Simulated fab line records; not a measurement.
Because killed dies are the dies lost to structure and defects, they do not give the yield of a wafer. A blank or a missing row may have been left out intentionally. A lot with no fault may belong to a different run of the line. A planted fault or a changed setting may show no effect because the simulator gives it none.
Which tool did it? + flow n5-finfet + at 1 step of a route of 1938, 12 lots with 33 wafers sampled

WHAT EACH GAUGE READ, for each wafer
N5_MIM_TOP_LITHO_OVL_MEAS_11. Usual: MIM_TOP_OVL typically reads 1 nm, with standard deviation 5.5.
| lot  | measured     | on         | MIM_TOP_OVL (nm) | flag |
|------|--------------|------------|------------------|------|
| L147 | day 12 08:19 | overlay-01 | -11 1            |      |
| L145 | day 12 09:01 | overlay-02 | 0 -4             |      |
| L149 | day 13 02:28 | overlay-02 | 0 -2 -4          |      |
| L151 | day 13 02:37 | overlay-02 | -3 -2 1          |      |
| L156 | day 14 20:20 | overlay-02 | 0 10             |      |
| L154 | day 14 22:08 | overlay-01 | 0 12 3           |      |
| L157 | day 14 22:23 | overlay-02 | 3 8 9            |      |
| L160 | day 16 06:10 | overlay-02 | 6 12 -1          |      |
| L161 | day 16 09:41 | overlay-02 | -9 0 -8          |      |
| L164 | day 16 17:13 | overlay-02 | -3 -4 4          |      |
| L163 | day 16 19:24 | overlay-02 | 1 8 3            |      |
| L168 | day 17 22:52 | overlay-01 | 5 4 -3           |      |

TOOL THAT RAN EACH LOT (tool first, then ch and the chambers of the sampled wafers, then the start)
The record holds no process step before these readings.

WHAT THE TOOLS THEMSELVES READ (means of the sampled wafers that have a number; where no wafer has one, the mark that the record gives instead)
The record holds no such reading with a usual standard deviation.

THE ANSWER, worked out from the rows above alone
Rule: a lot counts as off when the mean over its wafers that have a number is more than 3 standard deviations away from the usual mean. A lot without any number at a reading at which 4 lots or more have one is off too. Any other lot the step has rows for is counted as sound. Order of review: gauges by route order, followed by the tools' own readings, for which a lot's mean as printed above is used. The first step at which some lot is off is used, and at that step the reading that is off furthest; a lot without a number counts as furthest.
Nothing can be told from this: no lot is off at any reading shown.

WHAT THE SIMULATOR PUT IN
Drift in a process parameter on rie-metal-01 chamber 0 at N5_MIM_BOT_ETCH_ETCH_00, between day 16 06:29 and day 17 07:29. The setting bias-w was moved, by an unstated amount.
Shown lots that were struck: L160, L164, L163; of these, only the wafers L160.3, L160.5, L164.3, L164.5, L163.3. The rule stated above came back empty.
